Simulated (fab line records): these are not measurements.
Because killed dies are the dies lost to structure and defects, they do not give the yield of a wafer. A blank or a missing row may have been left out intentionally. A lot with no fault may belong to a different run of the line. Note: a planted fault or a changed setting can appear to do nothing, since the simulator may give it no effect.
fab line records	flow nand-harc	part 1 of 2: steps 1 to 30 of 37
record lots=5	wafers=15	last-day=33
route steps=1302 shown A_ONON_D1@429 A_CHANNEL_HOLE_D1@450
lots untouched by any fault: they come from a run of this same line in which no faults occurred
start-h: hours from the record's first day to the start of the lot's first wafer shown	wait-h: hours from the lot's prior step to this one	" as in the row above	L1.1+2: a single row standing in for several wafers	- either no value or no given start	* or withheld: withheld	< > ~ a bound
route shown NAME@n: names a module that has steps shown in the file, with the first one's number in the route	usual: average and standard deviation across the fault-free wafers	same: alike in all rows	chamber/n: place in a boat	sites: the reading at each site	_std_site: how widely they spread, as a standard deviation	_edge_site: inner sites' mean taken away from outer sites' mean	radius-mm: how far each site lies from the wafer's centre	mask NAME#n: copy n	behind: the last tool/chamber to shape the wafer	hold: the reason the lot was held/the length of the hold in hours/how it ended	device: whichever transistor did not switch (one of n, p or np)	end of line: the tests these same wafers got at the end of their route	step lacking rows: just its recipe	killed: not the wafer's yield, but the dies lost to structure and defects at the first sort	map: dies across one wafer; x = killed, . = not, _ = none there
set.NAME: the setting that was run; set.NAME@STEP: the one run at that earlier step	model.NAME: the simulator's own value behind a step, which no gauge read
lots at some steps of the route; a table a step, a row a wafer
services: the hour from which a tool's chamber was out of use, counted from the record's first day as start-h (under 0 if before that day), plus the number of hours and why
## steps
# step NHARC_A_ONON_D1_THK_MEAS_08
# recipe thk-meas-gauge=ellipsometry
# usual thk-nm=1001/9.1
lot.wafer	tool	chamber	start-h	wait-h	thk-nm
L077.1	film-metro-01	-	198.45	-	1003
L077.3	"	-	"	"	1004
L077.5	"	-	"	"	1005
L086.1	film-metro-01	-	285.49	-	992
L086.4	"	-	"	"	991
L086.5	"	-	"	"	993
L088.1	film-metro-01	-	308.65	-	996
L088.2	"	-	"	"	998
L088.3	"	-	"	"	997
L094.2	film-metro-01	-	363.28	-	1006
L094.4	"	-	"	"	1004
L094.5	"	-	"	"	1005
L097.1	film-metro-02	-	393.10	-	1008
L097.3	"	-	"	"	1008
L097.6	"	-	"	"	1008
# step NHARC_A_ONON_D1_DEP_09
# recipe target-thk-a=10000	n2-flow-sccm=2750	n2o-flow-sccm=2000	nh3-flow-sccm=500	sih4-flow-sccm=210	temp-c=400
lot.wafer	tool	chamber	start-h	wait-h
L077.1+3+5	pecvd-onon-01	0	198.51	0.1
L086.1+4+5	pecvd-onon-03	0	285.54	0.1
L088.1+2+3	pecvd-onon-02	0	308.70	0.1
L094.2+4+5	pecvd-onon-03	0	363.39	0.1
L097.1+3+6	pecvd-onon-02	0	393.16	0.1
# step NHARC_A_ONON_D1_THK_MEAS_11
# recipe thk-meas-gauge=ellipsometry
# usual thk-nm=1001/8.6
lot.wafer	tool	chamber	start-h	wait-h	thk-nm
L077.1	film-metro-02	-	199.02	-	981
L077.3	"	-	"	"	981
L077.5	"	-	"	"	982
L086.1	film-metro-01	-	286.05	-	999
L086.4	"	-	"	"	999
L086.5	"	-	"	"	999
L088.1	film-metro-01	-	309.21	-	1003
L088.2	"	-	"	"	1001
L088.3	"	-	"	"	1002
L094.2	film-metro-02	-	363.84	-	998
L094.4	"	-	"	"	997
L094.5	"	-	"	"	999
L097.1	film-metro-02	-	393.66	-	988
L097.3	"	-	"	"	987
L097.6	"	-	"	"	988
# step NHARC_A_ONON_D1_DEP_12
# recipe target-thk-a=10000	n2-flow-sccm=2750	n2o-flow-sccm=2000	nh3-flow-sccm=500	sih4-flow-sccm=210	temp-c=400
lot.wafer	tool	chamber	start-h	wait-h
L077.1+3+5	pecvd-onon-03	0	199.08	0.1
L086.1+4+5	pecvd-onon-02	0	286.11	0.1
L088.1+2+3	pecvd-onon-02	0	309.26	0.1
L094.2+4+5	pecvd-onon-02	0	363.95	0.1
L097.1+3+6	pecvd-onon-03	0	393.71	0.1
# step NHARC_A_ONON_D1_THK_MEAS_14
# recipe thk-meas-gauge=ellipsometry
# usual thk-nm=1001/11
lot.wafer	tool	chamber	start-h	wait-h	thk-nm
L077.1	film-metro-02	-	199.58	-	992
L077.3	"	-	"	"	992
L077.5	"	-	"	"	993
L086.1	film-metro-02	-	286.61	-	1005
L086.4	"	-	"	"	1005
L086.5	"	-	"	"	1003
L088.1	film-metro-01	-	309.78	-	1001
L088.2	"	-	"	"	1001
L088.3	"	-	"	"	1001
L094.2	film-metro-02	-	364.41	-	980
L094.4	"	-	"	"	979
L094.5	"	-	"	"	980
L097.1	film-metro-01	-	394.25	-	1024
L097.3	"	-	"	"	1024
L097.6	"	-	"	"	1025
# step NHARC_A_ONON_D1_ANNEAL_15
# recipe temp-c=750	time-s=3600
# usual zone-power-bottom-pct=20.8/1.5
lot.wafer	tool	chamber	start-h	wait-h	zone-power-bottom-pct
L077.1	furnace-02	0	202.97	3.4	21.8
L077.3	"	0	"	"	21.5
L077.5	"	0	"	"	21.9
L086.1	furnace-02	0	290.00	3.4	21.5
L086.4	"	0	"	"	21.7
L086.5	"	0	"	"	21.7
L088.1	furnace-02	0	313.17	3.4	21.4
L088.2	"	0	"	"	21.3
L088.3	"	0	"	"	21.3
L094.2	furnace-03	0	367.58	3.2	21.5
L094.4	"	0	"	"	21.9
L094.5	"	0	"	"	21.8
L097.1	furnace-02	0	400.68	6.4	21.4
L097.3	"	0	"	"	21.5
L097.6	"	0	"	"	21.2
# step NHARC_A_ONON_D1_DEP_16
# recipe target-thk-a=10000	n2-flow-sccm=2750	n2o-flow-sccm=2000	nh3-flow-sccm=500	sih4-flow-sccm=210	temp-c=400
lot.wafer	tool	chamber	start-h	wait-h
L077.1+3+5	pecvd-onon-01	0	206.81	0.1
L086.1+4+5	pecvd-onon-03	0	293.82	0.1
L088.1+2+3	pecvd-onon-03	0	316.95	0.1
L094.2+4+5	pecvd-onon-01	0	371.55	0.1
L097.1+3+6	pecvd-onon-03	0	404.55	0.1
# step NHARC_A_ONON_D1_THK_MEAS_18
# recipe thk-meas-gauge=ellipsometry
# usual thk-nm=996/9.8
lot.wafer	tool	chamber	start-h	wait-h	thk-nm
L077.1	film-metro-01	-	207.32	-	989
L077.3	"	-	"	"	988
L077.5	"	-	"	"	989
L086.1	film-metro-02	-	294.33	-	991
L086.4	"	-	"	"	988
L086.5	"	-	"	"	991
L088.1	film-metro-01	-	317.45	-	989
L088.2	"	-	"	"	990
L088.3	"	-	"	"	989
L094.2	film-metro-02	-	372.01	-	1008
L094.4	"	-	"	"	1007
L094.5	"	-	"	"	1007
L097.1	film-metro-02	-	405.06	-	1010
L097.3	"	-	"	"	1009
L097.6	"	-	"	"	1009
# step NHARC_A_ONON_D1_DEP_19
# recipe target-thk-a=10000	n2-flow-sccm=2750	n2o-flow-sccm=2000	nh3-flow-sccm=500	sih4-flow-sccm=210	temp-c=400
lot.wafer	tool	chamber	start-h	wait-h
L077.1+3+5	pecvd-onon-02	0	207.37	0.1
L086.1+4+5	pecvd-onon-01	0	294.38	0.1
L088.1+2+3	pecvd-onon-03	0	317.51	0.1
L094.2+4+5	pecvd-onon-01	0	372.12	0.1
L097.1+3+6	pecvd-onon-02	0	405.12	0.1
# step NHARC_A_ONON_D1_THK_MEAS_21
# recipe thk-meas-gauge=ellipsometry
# usual thk-nm=1003/6.5
lot.wafer	tool	chamber	start-h	wait-h	thk-nm
L077.1	film-metro-02	-	207.88	-	1003
L077.3	"	-	"	"	1003
L077.5	"	-	"	"	1002
L086.1	film-metro-01	-	294.89	-	1008
L086.4	"	-	"	"	1008
L086.5	"	-	"	"	1009
L088.1	film-metro-01	-	318.03	-	1009
L088.2	"	-	"	"	1009
L088.3	"	-	"	"	1009
L094.2	film-metro-02	-	372.57	-	1018
L094.4	"	-	"	"	1019
L094.5	"	-	"	"	1021
L097.1	film-metro-02	-	405.63	-	995
L097.3	"	-	"	"	993
L097.6	"	-	"	"	994
# step NHARC_A_ONON_D1_DEP_22
# recipe target-thk-a=10000	n2-flow-sccm=2750	n2o-flow-sccm=2000	nh3-flow-sccm=500	sih4-flow-sccm=210	temp-c=400
lot.wafer	tool	chamber	start-h	wait-h
L077.1+3+5	pecvd-onon-03	0	207.94	0.1
L086.1+4+5	pecvd-onon-02	0	294.94	0.1
L088.1+2+3	pecvd-onon-03	0	318.08	0.1
L094.2+4+5	pecvd-onon-01	0	372.68	0.1
L097.1+3+6	pecvd-onon-01	0	405.68	0.1
# step NHARC_A_ONON_D1_THK_MEAS_24
# recipe thk-meas-gauge=ellipsometry
# usual thk-nm=1000/8.9
lot.wafer	tool	chamber	start-h	wait-h	thk-nm
L077.1	film-metro-02	-	208.45	-	1001
L077.3	"	-	"	"	1000
L077.5	"	-	"	"	998
L086.1	film-metro-01	-	295.45	-	1006
L086.4	"	-	"	"	1008
L086.5	"	-	"	"	1007
L088.1	film-metro-02	-	318.60	-	1004
L088.2	"	-	"	"	1003
L088.3	"	-	"	"	1002
L094.2	film-metro-02	-	373.14	-	994
L094.4	"	-	"	"	998
L094.5	"	-	"	"	997
L097.1	film-metro-01	-	406.20	-	992
L097.3	"	-	"	"	991
L097.6	"	-	"	"	991
# step NHARC_A_ONON_D1_DEP_25
# recipe target-thk-a=10000	n2-flow-sccm=2750	n2o-flow-sccm=2000	nh3-flow-sccm=500	sih4-flow-sccm=210	temp-c=400
lot.wafer	tool	chamber	start-h	wait-h
L077.1+3+5	pecvd-onon-03	0	208.50	0.1
L086.1+4+5	pecvd-onon-03	0	295.51	0.1
L088.1+2+3	pecvd-onon-03	0	318.66	0.1
L094.2+4+5	pecvd-onon-01	0	373.25	0.1
L097.1+3+6	pecvd-onon-03	0	406.25	0.1
# step NHARC_A_ONON_D1_THK_MEAS_27
# recipe thk-meas-gauge=ellipsometry
# usual thk-nm=1003/12
lot.wafer	tool	chamber	start-h	wait-h	thk-nm
L077.1	film-metro-02	-	209.02	-	1000
L077.3	"	-	"	"	999
L077.5	"	-	"	"	999
L086.1	film-metro-01	-	296.02	-	1014
L086.4	"	-	"	"	1013
L086.5	"	-	"	"	1014
L088.1	film-metro-01	-	319.17	-	1006
L088.2	"	-	"	"	1005
L088.3	"	-	"	"	1006
L094.2	film-metro-02	-	373.70	-	1009
L094.4	"	-	"	"	1006
L094.5	"	-	"	"	1008
L097.1	film-metro-02	-	406.77	-	997
L097.3	"	-	"	"	996
L097.6	"	-	"	"	997
# step NHARC_A_ONON_D1_DEP_28
# recipe target-thk-a=10000	n2-flow-sccm=2750	n2o-flow-sccm=2000	nh3-flow-sccm=500	sih4-flow-sccm=210	temp-c=400
lot.wafer	tool	chamber	start-h	wait-h
L077.1+3+5	pecvd-onon-01	0	209.07	0.1
L086.1+4+5	pecvd-onon-01	0	296.08	0.1
L088.1+2+3	pecvd-onon-03	0	319.22	0.1
L094.2+4+5	pecvd-onon-03	0	373.82	0.1
L097.1+3+6	pecvd-onon-02	0	406.82	0.1
# step NHARC_A_ONON_D1_THK_MEAS_30
# recipe thk-meas-gauge=ellipsometry
# usual thk-nm=1000/12
lot.wafer	tool	chamber	start-h	wait-h	thk-nm
L077.1	film-metro-02	-	209.58	-	972
L077.3	"	-	"	"	971
L077.5	"	-	"	"	971
L086.1	film-metro-02	-	296.59	-	1022
L086.4	"	-	"	"	1023
L086.5	"	-	"	"	1023
L088.1	film-metro-02	-	319.74	-	1003
L088.2	"	-	"	"	1003
L088.3	"	-	"	"	1005
L094.2	film-metro-01	-	374.27	-	985
L094.4	"	-	"	"	985
L094.5	"	-	"	"	986
L097.1	film-metro-01	-	407.34	-	998
L097.3	"	-	"	"	997
L097.6	"	-	"	"	998
# step NHARC_A_ONON_D1_DEP_33
# recipe target-thk-a=2000	temp-c=400	pressure-torr=6.5	rf-w=900	teos-flow-sccm=161.4	flow-sccm=2650	target-thk-nm=200	gas=O2	material=SiO2
# usual heater-power-outer-w=299/75	heater-power-w=539/86	throttle-valve-pct=15.7/0.58
lot.wafer	tool	chamber	start-h	wait-h	heater-power-outer-w	heater-power-w	throttle-valve-pct
L077.1	pecvd-03	0	209.64	0.1	387	624	16.0
L077.3	"	1	"	"	431	669	15.3
L077.5	"	2	"	"	262	539	14.8
L086.1	pecvd-03	2	296.64	0.1	295	575	14.6
L086.4	"	2	"	"	304	582	14.7
L086.5	"	0	"	"	417	666	16.0
L088.1	pecvd-03	2	319.79	0.1	224	469	14.9
L088.3	"	0	"	"	401	630	16.2
L088.2	"	1	"	"	341	555	15.6
L094.2	pecvd-01	2	374.33	0.1	214	444	15.6
L094.5	"	2	"	"	218	443	15.5
L094.4	"	0	"	"	198	438	15.8
L097.1	pecvd-03	1	407.39	0.1	372	565	15.4
L097.3	"	2	"	"	261	532	14.6
L097.6	"	1	"	"	371	569	15.3
# step NHARC_A_ONON_D1_THK_MEAS_34
# recipe thk-meas-gauge=ellipsometry
# usual thk-nm=199.7/3
lot.wafer	tool	chamber	start-h	wait-h	thk-nm
L077.1	film-metro-01	-	210.05	-	199.1
L077.3	"	-	"	"	193.9
L077.5	"	-	"	"	201.1
L086.1	film-metro-01	-	297.06	-	197.3
L086.4	"	-	"	"	200.9
L086.5	"	-	"	"	203.1
L088.1	film-metro-01	-	320.21	-	194.7
L088.2	"	-	"	"	194.4
L088.3	"	-	"	"	197.9
L094.2	film-metro-01	-	374.74	-	200.9
L094.4	"	-	"	"	201.9
L094.5	"	-	"	"	205.1
L097.1	film-metro-01	-	407.81	-	198.6
L097.3	"	-	"	"	200.4
L097.6	"	-	"	"	200.8
# step NHARC_A_ONON_D1_INSPECT_32
# usual raw-defect-count=67/23
lot.wafer	tool	chamber	start-h	wait-h	raw-defect-count
L077.1	defect-inspect-01	-	210.11	0.0	54
L077.3	"	-	"	"	130
L077.5	"	-	"	"	86
L086.1	defect-inspect-02	-	297.12	0.0	55
L086.4	"	-	"	"	54
L086.5	"	-	"	"	64
L088.1	defect-inspect-01	-	320.27	0.0	84
L088.2	"	-	"	"	67
L088.3	"	-	"	"	46
L094.2	defect-inspect-02	-	374.80	0.0	77
L094.4	"	-	"	"	49
L094.5	"	-	"	"	54
L097.1	defect-inspect-02	-	407.89	0.0	106
L097.3	"	-	"	"	48
L097.6	"	-	"	"	34
# step NHARC_A_CHANNEL_HOLE_D1_DEP_00
# recipe target-thk-a=31000	temp-c=400	material=aC
# usual throttle-valve-pct=35.000/0.0095
lot.wafer	tool	chamber	start-h	wait-h	throttle-valve-pct
L077.1	acl-dep-01	0	211.30	1.2	34.994
L077.3	"	0	"	"	35.004
L077.5	"	0	"	"	34.990
L086.1	acl-dep-01	0	298.72	1.6	35.001
L086.4	"	0	"	"	34.999
L086.5	"	0	"	"	34.993
L088.1	acl-dep-01	0	320.34	0.1	34.994
L088.2	"	0	"	"	35.024
L088.3	"	0	"	"	34.985
L094.2	acl-dep-02	0	377.42	2.6	34.991
L094.4	"	0	"	"	34.997
L094.5	"	0	"	"	34.995
L097.1	acl-dep-01	0	411.09	3.2	34.985
L097.3	"	0	"	"	34.990
L097.6	"	0	"	"	34.991
# step NHARC_A_CHANNEL_HOLE_D1_DEP_01
# recipe target-thk-a=1400	target-thk-nm=140	temp-c=400	pressure-torr=3.5	flow-sccm=200	rf-w=350	material=SiON
# usual heater-power-outer-w=396/57	heater-power-w=675/80
lot.wafer	tool	chamber	start-h	wait-h	heater-power-outer-w	heater-power-w
L077.1	pecvd-04	2	213.18	1.6	413	655
L077.3	"	0	"	"	497	858
L077.5	"	2	"	"	416	658
L086.1	pecvd-01	2	300.69	1.6	319	580
L086.5	"	2	"	"	322	590
L086.4	"	0	"	"	347	626
L088.2	pecvd-02	1	322.27	1.3	408	683
L088.1	"	2	"	"	317	538
L088.3	"	0	"	"	365	667
L094.2	pecvd-01	2	379.15	1.4	301	545
L094.5	"	1	"	"	430	696
L094.4	"	2	"	"	315	570
L097.3	pecvd-01	0	413.03	1.0	339	620
L097.1	"	1	"	"	505	774
L097.6	"	0	"	"	347	634
# step NHARC_A_CHANNEL_HOLE_D1_DEHYDRATE_02
# recipe temp-c=150	time-s=120
# usual exhaust-pa=44.9/0.83
lot.wafer	tool	chamber	start-h	wait-h	exhaust-pa
L077.1	litho-track-04	0	213.46	0.2	45.2
L077.3	"	0	"	"	46.0
L077.5	"	0	"	"	45.6
L086.1	litho-track-06	0	300.93	0.2	45.8
L086.4	"	0	"	"	44.0
L086.5	"	0	"	"	45.0
L088.1	litho-track-01	0	322.54	0.2	45.2
L088.2	"	0	"	"	45.4
L088.3	"	0	"	"	45.7
L094.2	litho-track-06	0	379.36	0.2	43.8
L094.4	"	0	"	"	44.1
L094.5	"	0	"	"	45.0
L097.1	litho-track-06	0	413.28	0.2	43.6
L097.3	"	0	"	"	43.8
L097.6	"	0	"	"	44.0
# step NHARC_A_CHANNEL_HOLE_D1_HMDS_03
# recipe time-s=30
# usual exhaust-pa=44.9/0.84
lot.wafer	tool	chamber	start-h	wait-h	exhaust-pa
L077.1	litho-track-04	0	-	-	44.4
L077.3	"	0	"	"	45.1
L077.5	"	0	"	"	45.8
L086.1	litho-track-06	0	-	-	44.7
L086.4	"	0	"	"	46.0
L086.5	"	0	"	"	44.8
L088.1	litho-track-01	0	-	-	45.3
L088.2	"	0	"	"	44.2
L088.3	"	0	"	"	44.3
L094.2	litho-track-06	0	-	-	43.7
L094.4	"	0	"	"	44.6
L094.5	"	0	"	"	43.7
L097.1	litho-track-06	0	-	-	44.2
L097.3	"	0	"	"	43.9
L097.6	"	0	"	"	44.5
# step NHARC_A_CHANNEL_HOLE_D1_COAT_36
# recipe temp-c=260	time-s=75
# usual exhaust-pa=44.8/0.93
lot.wafer	tool	chamber	start-h	wait-h	exhaust-pa
L077.1	litho-track-04	0	-	-	44.4
L077.3	"	0	"	"	44.1
L077.5	"	0	"	"	45.0
L086.1	litho-track-06	0	-	-	45.7
L086.4	"	0	"	"	45.1
L086.5	"	0	"	"	45.6
L088.1	litho-track-01	0	-	-	46.5
L088.2	"	0	"	"	45.6
L088.3	"	0	"	"	44.9
L094.2	litho-track-06	0	-	-	44.2
L094.4	"	0	"	"	43.8
L094.5	"	0	"	"	45.2
L097.1	litho-track-06	0	-	-	45.0
L097.3	"	0	"	"	44.6
L097.6	"	0	"	"	44.3
# step NHARC_A_CHANNEL_HOLE_D1_COAT_37
# recipe temp-c=225	time-s=65
# usual exhaust-pa=45.1/0.92
lot.wafer	tool	chamber	start-h	wait-h	exhaust-pa
L077.1	litho-track-04	0	-	-	43.7
L077.3	"	0	"	"	46.1
L077.5	"	0	"	"	44.9
L086.1	litho-track-06	0	-	-	44.2
L086.4	"	0	"	"	46.1
L086.5	"	0	"	"	45.8
L088.1	litho-track-01	0	-	-	45.7
L088.2	"	0	"	"	45.6
L088.3	"	0	"	"	44.8
L094.2	litho-track-06	0	-	-	44.1
L094.4	"	0	"	"	44.1
L094.5	"	0	"	"	43.6
L097.1	litho-track-06	0	-	-	45.1
L097.3	"	0	"	"	43.5
L097.6	"	0	"	"	43.5
# step NHARC_A_CHANNEL_HOLE_D1_COAT_04
# recipe spin-rpm=1500	resist-thk-nm=90
# usual exhaust-pa=44.8/0.81
lot.wafer	tool	chamber	start-h	wait-h	exhaust-pa
L077.1	litho-track-04	0	-	-	44.8
L077.3	"	0	"	"	44.4
L077.5	"	0	"	"	45.1
L086.1	litho-track-06	0	-	-	44.9
L086.4	"	0	"	"	44.0
L086.5	"	0	"	"	44.1
L088.1	litho-track-01	0	-	-	43.1
L088.2	"	0	"	"	45.9
L088.3	"	0	"	"	43.3
L094.2	litho-track-06	0	-	-	44.7
L094.4	"	0	"	"	45.4
L094.5	"	0	"	"	44.2
L097.1	litho-track-06	0	-	-	44.1
L097.3	"	0	"	"	44.6
L097.6	"	0	"	"	44.1
# step NHARC_A_CHANNEL_HOLE_D1_SOFTBAKE_05
# recipe temp-c=105	time-s=55
# usual exhaust-pa=44.9/0.93
lot.wafer	tool	chamber	start-h	wait-h	exhaust-pa
L077.1	litho-track-04	0	-	-	44.8
L077.3	"	0	"	"	42.2
L077.5	"	0	"	"	45.5
L086.1	litho-track-06	0	-	-	46.5
L086.4	"	0	"	"	46.4
L086.5	"	0	"	"	46.5
L088.1	litho-track-01	0	-	-	44.5
L088.2	"	0	"	"	44.9
L088.3	"	0	"	"	44.3
L094.2	litho-track-06	0	-	-	45.6
L094.4	"	0	"	"	44.9
L094.5	"	0	"	"	44.1
L097.1	litho-track-06	0	-	-	45.4
L097.3	"	0	"	"	45.5
L097.6	"	0	"	"	46.5
# step NHARC_A_CHANNEL_HOLE_D1_EBR_06
# usual exhaust-pa=45.2/0.85
lot.wafer	tool	chamber	start-h	wait-h	exhaust-pa
L077.1	litho-track-04	0	-	-	45.3
L077.3	"	0	"	"	46.0
L077.5	"	0	"	"	45.8
L086.1	litho-track-06	0	-	-	44.2
L086.4	"	0	"	"	44.7
L086.5	"	0	"	"	44.2
L088.1	litho-track-01	0	-	-	45.9
L088.2	"	0	"	"	46.1
L088.3	"	0	"	"	44.9
L094.2	litho-track-06	0	-	-	46.9
L094.4	"	0	"	"	45.9
L094.5	"	0	"	"	46.2
L097.1	litho-track-06	0	-	-	45.3
L097.3	"	0	"	"	46.8
L097.6	"	0	"	"	45.6
# step NHARC_A_CHANNEL_HOLE_D1_EXPOSE_07
# recipe na=1.35	target-cd-nm=100	sigma-outer=0.3	dose-mj=59.65	mask-id=HOLE_D1
lot.wafer	tool	chamber	start-h	wait-h	mask
L077.1+3+5	arfi-scanner-02	0	213.77	-	HOLE_D1#0
L086.1+4+5	arfi-scanner-01	0	301.24	-	HOLE_D1#0
L088.1+2+3	arfi-scanner-02	0	322.85	-	HOLE_D1#0
L094.2+4+5	arfi-scanner-01	0	379.68	-	HOLE_D1#0
L097.1+3+6	arfi-scanner-03	0	413.46	-	HOLE_D1#0
# step NHARC_A_CHANNEL_HOLE_D1_PEB_08
# recipe peb-temp-c=100	peb-time-s=65
# usual exhaust-pa=45.2/0.81
lot.wafer	tool	chamber	start-h	wait-h	exhaust-pa
L077.1	litho-track-06	0	213.83	0.1	46.2
L077.3	"	0	"	"	44.3
L077.5	"	0	"	"	45.5
L086.1	litho-track-01	0	301.30	0.1	45.8
L086.4	"	0	"	"	44.4
L086.5	"	0	"	"	43.9
L088.1	litho-track-06	0	322.91	0.1	44.7
L088.2	"	0	"	"	44.2
L088.3	"	0	"	"	43.3
L094.2	litho-track-01	0	379.73	0.1	45.5
L094.4	"	0	"	"	44.9
L094.5	"	0	"	"	44.9
L097.1	litho-track-01	0	413.52	0.1	45.5
L097.3	"	0	"	"	44.2
L097.6	"	0	"	"	46.1
